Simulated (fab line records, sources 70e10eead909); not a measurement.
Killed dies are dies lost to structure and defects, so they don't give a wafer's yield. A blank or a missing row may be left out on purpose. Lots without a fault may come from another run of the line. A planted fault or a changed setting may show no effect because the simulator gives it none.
Which tool did it? | flow nand_harc | 11 lots, 33 wafers sampled, at 4 steps of a route of 1302

WHAT THE GAUGES READ, wafer by wafer
NHARC_P_ZERO_WELL_CD_MEAS_52: target cd 2000 nm.
lot  | measured     | on        | cd_nm (nm)
L109 | day 2 01:48  | cd_sem-01 | 2002.4 1999.8 1999.6
L111 | day 2 21:56  | cd_sem-01 | 1998.3 1997.3 1995.7
L112 | day 3 07:47  | cd_sem-03 | 2000.7 1998.7 1999.7
L113 | day 3 17:44  | cd_sem-03 | 2000.8 2001.7 1999.5
L114 | day 4 03:49  | cd_sem-02 | 1997.3 1999.0 1999.5
L115 | day 4 13:54  | cd_sem-02 | 1997.9 2000.3 1997.8
L116 | day 4 23:59  | cd_sem-02 | 1999.9 2002.0 2001.4
L117 | day 5 09:50  | cd_sem-01 | 2000.7 1998.8 2002.1
L120 | day 6 15:55  | cd_sem-02 | 1999.4 2002.3 2002.9
L129 | day 10 09:59 | cd_sem-01 | 2045.6 2001.2 2042.4 2045.7 2000.9 2042.4
L132 | day 11 15:56 | cd_sem-02 | 2003.8 2003.8 2003.1

WHICH TOOL RAN EACH LOT (tool, then ch and the chambers of the sampled wafers, then the start)
lot  | NHARC_P_ZERO_WELL_DESCUM_13        | NHARC_P_ZERO_WELL_ETCH_62                     | NHARC_P_ZERO_WELL_EXPOSE_49
L109 | rie_diel-07 ch 1,2, day 1 21:24    | rie_diel-07 ch 0,1,3, day 2 01:38 or earlier  | krf_scanner-02 ch 0, day 2 01:38
L111 | rie_diel-11 ch 2,3, day 2 17:24    | rie_diel-11 ch 0,1,3, day 2 21:47 or earlier  | krf_scanner-03 ch 0, day 2 21:47
L112 | rie_diel-11 ch 0,1,2, day 3 03:23  | rie_diel-11 ch 0,2,3, day 3 07:38 or earlier  | krf_scanner-02 ch 0, day 3 07:38
L113 | rie_diel-10 ch 1,2, day 3 13:25    | rie_diel-10 ch 0,2,3, day 3 17:35 or earlier  | krf_scanner-02 ch 0, day 3 17:35
L114 | rie_diel-11 ch 0,1,3, day 3 23:27  | rie_diel-11 ch 0,1, day 4 03:39 or earlier    | krf_scanner-03 ch 0, day 4 03:39
L115 | rie_diel-07 ch 0,3, day 4 09:23    | rie_diel-07 ch 1,2,3, day 4 13:45 or earlier  | krf_scanner-02 ch 0, day 4 13:45
L116 | rie_diel-07 ch 0,1,2, day 4 19:30  | rie_diel-07 ch 0,1,3, day 4 23:50 or earlier  | krf_scanner-04 ch 0, day 4 23:50
L117 | rie_diel-07 ch 0,2,3, day 5 05:18  | rie_diel-07 ch 0,2, day 5 09:40 or earlier    | krf_scanner-02 ch 0, day 5 09:40
L120 | rie_diel-07 ch 1,2,3, day 6 11:35  | rie_diel-07 ch 0,1,3, day 6 15:46 or earlier  | krf_scanner-02 ch 0, day 6 15:46
L129 | rie_diel-10 ch 1,3, day 10 05:23   | rie_diel-10 ch 1,2,3, day 10 09:49 or earlier | krf_scanner-02 ch 0, day 10 09:49
L132 | rie_diel-11 ch 1,2,3, day 11 11:25 | rie_diel-11 ch 1,2, day 11 15:47 or earlier   | krf_scanner-04 ch 0, day 11 15:47
- NHARC_P_ZERO_WELL_DESCUM_13: chemistry O2, time 3 s.
- NHARC_P_ZERO_WELL_ETCH_62: etches the open film in CHF3/Ar, target depth 13 nm, time 6.5 s.
- NHARC_P_ZERO_WELL_EXPOSE_49: exposes mask P HVPW, target cd 2000 nm.

THE ANSWER, worked out from the rows above alone
Rule: what is usual is taken from the lots themselves. Put in order of their means at a reading, lots are off if they are a third of the lots or fewer, leave a main group of 4 or more, and stand apart from it by a gap of 3 or more times the standard deviation of the main group's means; of several such gaps the widest counts. A main group whose means are all the same, to the digits that the tables above print for the reading, isn't used. A lot without any number at a reading at which 4 lots or more have one is off too. The other lots that the step has rows for count as sound.
Off: L129, at NHARC_P_ZERO_WELL_CD_MEAS_52 (cd_nm). The main group: mean 2000.2 nm, standard deviation 1.7.
A tool fits if, at a process step before that reading, it ran every lot that is off, and no sound lot after the first of them. The gauges at NHARC_P_ZERO_WELL_CD_MEAS_52 are tried like those tools. NHARC_P_ZERO_WELL_ETCH_62 gives no start for some lots, so the hours and the order of its lots are those of NHARC_P_ZERO_WELL_EXPOSE_49. Can't be told from this: 3 tools fit, rie_diel-10 at NHARC_P_ZERO_WELL_DESCUM_13 and NHARC_P_ZERO_WELL_ETCH_62, krf_scanner-02 at NHARC_P_ZERO_WELL_EXPOSE_49, cd_sem-01 at NHARC_P_ZERO_WELL_CD_MEAS_52.

WHAT THE SIMULATOR HAD PUT IN
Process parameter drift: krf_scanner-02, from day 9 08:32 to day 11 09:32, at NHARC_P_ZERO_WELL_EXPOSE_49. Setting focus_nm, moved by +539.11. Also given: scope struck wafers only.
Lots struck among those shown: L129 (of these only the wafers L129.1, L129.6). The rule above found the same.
